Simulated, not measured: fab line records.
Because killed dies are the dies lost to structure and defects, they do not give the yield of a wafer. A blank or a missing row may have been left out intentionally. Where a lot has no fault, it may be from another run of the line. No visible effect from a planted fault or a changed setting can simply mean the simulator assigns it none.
Split-lot trial || flow n5Finfet || 39 wafers read from 7 lots, route of 1938 steps

THE SPLIT ITSELF
At N5_GATE_CUT_ETCH_37 (etches SOC in N2/H2, target depth 60 nm, overetch 12 nm, time 90 s), the setting biasW was moved away from the recipe's 150 W on 12 of the 39 wafers read, by -18.3% to +15.3%. All remaining wafers had this setting at the recipe value.

The split's own step is where the reading is taken.

THE READING
rfVppV, in V, at N5_GATE_CUT_ETCH_37 (etches SOC in N2/H2, target depth 60 nm, overetch 12 nm, time 90 s). A value of 523.8 V with a standard deviation of 2.1 V is what fault-free wafers of this fab line usually give.

{"wafer": "L076.1", "tool, chamber at the split": "rieDiel-02, 0", "biasW as run, W": 150, "against the recipe": "recipe", "rfVppV, V": 523.7, "against lot-mates on the recipe": "-"}
{"wafer": "L076.3", "tool, chamber at the split": "rieDiel-02, 2", "biasW as run, W": 150, "against the recipe": "recipe", "rfVppV, V": 522.8, "against lot-mates on the recipe": "-"}
{"wafer": "L076.5", "tool, chamber at the split": "rieDiel-02, 3", "biasW as run, W": 150, "against the recipe": "recipe", "rfVppV, V": 519.0, "against lot-mates on the recipe": "-"}
{"wafer": "L085.1", "tool, chamber at the split": "rieDiel-06, 2", "biasW as run, W": 150, "against the recipe": "recipe", "rfVppV, V": 524.6, "against lot-mates on the recipe": "-"}
{"wafer": "L085.2", "tool, chamber at the split": "rieDiel-06, 0", "biasW as run, W": 150, "against the recipe": "recipe", "rfVppV, V": 522.0, "against lot-mates on the recipe": "-"}
{"wafer": "L085.3", "tool, chamber at the split": "rieDiel-06, 3", "biasW as run, W": 150, "against the recipe": "recipe", "rfVppV, V": 520.2, "against lot-mates on the recipe": "-"}
{"wafer": "L085.4", "tool, chamber at the split": "rieDiel-06, 2", "biasW as run, W": 150, "against the recipe": "recipe", "rfVppV, V": 527.4, "against lot-mates on the recipe": "-"}
{"wafer": "L085.5", "tool, chamber at the split": "rieDiel-06, 0", "biasW as run, W": 150, "against the recipe": "recipe", "rfVppV, V": 522.6, "against lot-mates on the recipe": "-"}
{"wafer": "L085.6", "tool, chamber at the split": "rieDiel-06, 3", "biasW as run, W": 150, "against the recipe": "recipe", "rfVppV, V": 521.6, "against lot-mates on the recipe": "-"}
{"wafer": "L087.1", "tool, chamber at the split": "rieDiel-02, 0", "biasW as run, W": 122.5, "against the recipe": "-18.3%", "rfVppV, V": 460.0, "against lot-mates on the recipe": -62.9}
{"wafer": "L087.2", "tool, chamber at the split": "rieDiel-02, 1", "biasW as run, W": 150, "against the recipe": "recipe", "rfVppV, V": 521.2, "against lot-mates on the recipe": "-"}
{"wafer": "L087.3", "tool, chamber at the split": "rieDiel-02, 3", "biasW as run, W": 122.5, "against the recipe": "-18.3%", "rfVppV, V": 458.7, "against lot-mates on the recipe": -64.2}
{"wafer": "L087.4", "tool, chamber at the split": "rieDiel-02, 2", "biasW as run, W": 150, "against the recipe": "recipe", "rfVppV, V": 523.7, "against lot-mates on the recipe": "-"}
{"wafer": "L087.5", "tool, chamber at the split": "rieDiel-02, 3", "biasW as run, W": 122.5, "against the recipe": "-18.3%", "rfVppV, V": 457.7, "against lot-mates on the recipe": -65.2}
{"wafer": "L087.6", "tool, chamber at the split": "rieDiel-02, 2", "biasW as run, W": 150, "against the recipe": "recipe", "rfVppV, V": 523.7, "against lot-mates on the recipe": "-"}
{"wafer": "L090.1", "tool, chamber at the split": "rieDiel-04, 3", "biasW as run, W": 150, "against the recipe": "recipe", "rfVppV, V": 525.7, "against lot-mates on the recipe": "-"}
{"wafer": "L090.2", "tool, chamber at the split": "rieDiel-04, 0", "biasW as run, W": 157.2, "against the recipe": "+4.8%", "rfVppV, V": 539.8, "against lot-mates on the recipe": "+14.6"}
{"wafer": "L090.3", "tool, chamber at the split": "rieDiel-04, 2", "biasW as run, W": 150, "against the recipe": "recipe", "rfVppV, V": 525.6, "against lot-mates on the recipe": "-"}
{"wafer": "L090.4", "tool, chamber at the split": "rieDiel-04, 1", "biasW as run, W": 150, "against the recipe": "recipe", "rfVppV, V": 524.3, "against lot-mates on the recipe": "-"}
{"wafer": "L090.5", "tool, chamber at the split": "rieDiel-04, 1", "biasW as run, W": 157.2, "against the recipe": "+4.8%", "rfVppV, V": 540.5, "against lot-mates on the recipe": "+15.3"}
{"wafer": "L090.6", "tool, chamber at the split": "rieDiel-04, 2", "biasW as run, W": 157.2, "against the recipe": "+4.8%", "rfVppV, V": 542.4, "against lot-mates on the recipe": "+17.2"}
{"wafer": "L092.1", "tool, chamber at the split": "rieDiel-06, 2", "biasW as run, W": 150, "against the recipe": "recipe", "rfVppV, V": 525.2, "against lot-mates on the recipe": "-"}
{"wafer": "L092.2", "tool, chamber at the split": "rieDiel-06, 3", "biasW as run, W": 150, "against the recipe": "recipe", "rfVppV, V": 520.6, "against lot-mates on the recipe": "-"}
{"wafer": "L092.3", "tool, chamber at the split": "rieDiel-06, 0", "biasW as run, W": 150, "against the recipe": "recipe", "rfVppV, V": 524.0, "against lot-mates on the recipe": "-"}
{"wafer": "L092.4", "tool, chamber at the split": "rieDiel-06, 2", "biasW as run, W": 150, "against the recipe": "recipe", "rfVppV, V": 525.7, "against lot-mates on the recipe": "-"}
{"wafer": "L092.5", "tool, chamber at the split": "rieDiel-06, 3", "biasW as run, W": 150, "against the recipe": "recipe", "rfVppV, V": 520.0, "against lot-mates on the recipe": "-"}
{"wafer": "L092.6", "tool, chamber at the split": "rieDiel-06, 0", "biasW as run, W": 150, "against the recipe": "recipe", "rfVppV, V": 521.4, "against lot-mates on the recipe": "-"}
{"wafer": "L094.1", "tool, chamber at the split": "rieDiel-04, 0", "biasW as run, W": 150, "against the recipe": "recipe", "rfVppV, V": 523.2, "against lot-mates on the recipe": "-"}
{"wafer": "L094.2", "tool, chamber at the split": "rieDiel-04, 2", "biasW as run, W": 173, "against the recipe": "+15.3%", "rfVppV, V": 574.9, "against lot-mates on the recipe": "+50.6"}
{"wafer": "L094.3", "tool, chamber at the split": "rieDiel-04, 1", "biasW as run, W": 150, "against the recipe": "recipe", "rfVppV, V": 525.2, "against lot-mates on the recipe": "-"}
{"wafer": "L094.4", "tool, chamber at the split": "rieDiel-04, 3", "biasW as run, W": 173, "against the recipe": "+15.3%", "rfVppV, V": 574.4, "against lot-mates on the recipe": "+50.1"}
{"wafer": "L094.5", "tool, chamber at the split": "rieDiel-04, 2", "biasW as run, W": 173, "against the recipe": "+15.3%", "rfVppV, V": 575.2, "against lot-mates on the recipe": "+50.9"}
{"wafer": "L094.6", "tool, chamber at the split": "rieDiel-04, 1", "biasW as run, W": 150, "against the recipe": "recipe", "rfVppV, V": 524.4, "against lot-mates on the recipe": "-"}
{"wafer": "L095.1", "tool, chamber at the split": "rieDiel-04, 3", "biasW as run, W": 150, "against the recipe": "recipe", "rfVppV, V": 526.4, "against lot-mates on the recipe": "-"}
{"wafer": "L095.2", "tool, chamber at the split": "rieDiel-04, 1", "biasW as run, W": 159.1, "against the recipe": "+6.1%", "rfVppV, V": 544.4, "against lot-mates on the recipe": "+19.3"}
{"wafer": "L095.3", "tool, chamber at the split": "rieDiel-04, 0", "biasW as run, W": 150, "against the recipe": "recipe", "rfVppV, V": 523.2, "against lot-mates on the recipe": "-"}
{"wafer": "L095.4", "tool, chamber at the split": "rieDiel-04, 2", "biasW as run, W": 150, "against the recipe": "recipe", "rfVppV, V": 525.8, "against lot-mates on the recipe": "-"}
{"wafer": "L095.5", "tool, chamber at the split": "rieDiel-04, 3", "biasW as run, W": 159.1, "against the recipe": "+6.1%", "rfVppV, V": 546.7, "against lot-mates on the recipe": "+21.6"}
{"wafer": "L095.6", "tool, chamber at the split": "rieDiel-04, 2", "biasW as run, W": 159.1, "against the recipe": "+6.1%", "rfVppV, V": 546.3, "against lot-mates on the recipe": "+21.2"}

THE FIT
A straight line over all 39 wafers: rfVppV changes by +3.47 V for each +1% of biasW; r = +1.00; the points scatter about the line by 2 V.
The same after taking each lot's own level away (the mean of its wafers on the recipe; 39 wafers): +3.41 V for each +1%; r = +1.00; scatter 1.7 V.
That fit puts the effect of the largest move of biasW on the reading at 63 V.
The lots' own levels span 521.83 to 525.20 V, that is 1.6 times the standard deviation above.
Consequently the slope shifts little with the lot-to-lot level, the two slopes agreeing.
Check: with one of the wafers moved furthest among these (-18.3%) left out of the fit, the line predicts -62.9 V for it against its lot-mates. Against them it came out at -62.9 V.
Tool readings at the split's step, against how far the setting was moved: rfVppV r = +1.00.

FURTHER SPLITS ON THESE WAFERS
These wafers also went through other splits before the reading. Each is held against what the fit with the lots' levels taken away leaves over:
{"other split on the same wafers": "N5_WELL_APT_IMPLANT_15 energyKev", "wafers away from the commonest value": 18, "r with rfVppV (lot level and that fit taken away)": -0.07}
{"other split on the same wafers": "N5_GATE_CUT_ETCH_58 timeS", "wafers away from the commonest value": 18, "r with rfVppV (lot level and that fit taken away)": -0.01}

FILE'S OWN FIT
rfVppV changes by +3.41 V for each +1% of biasW, r = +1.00.
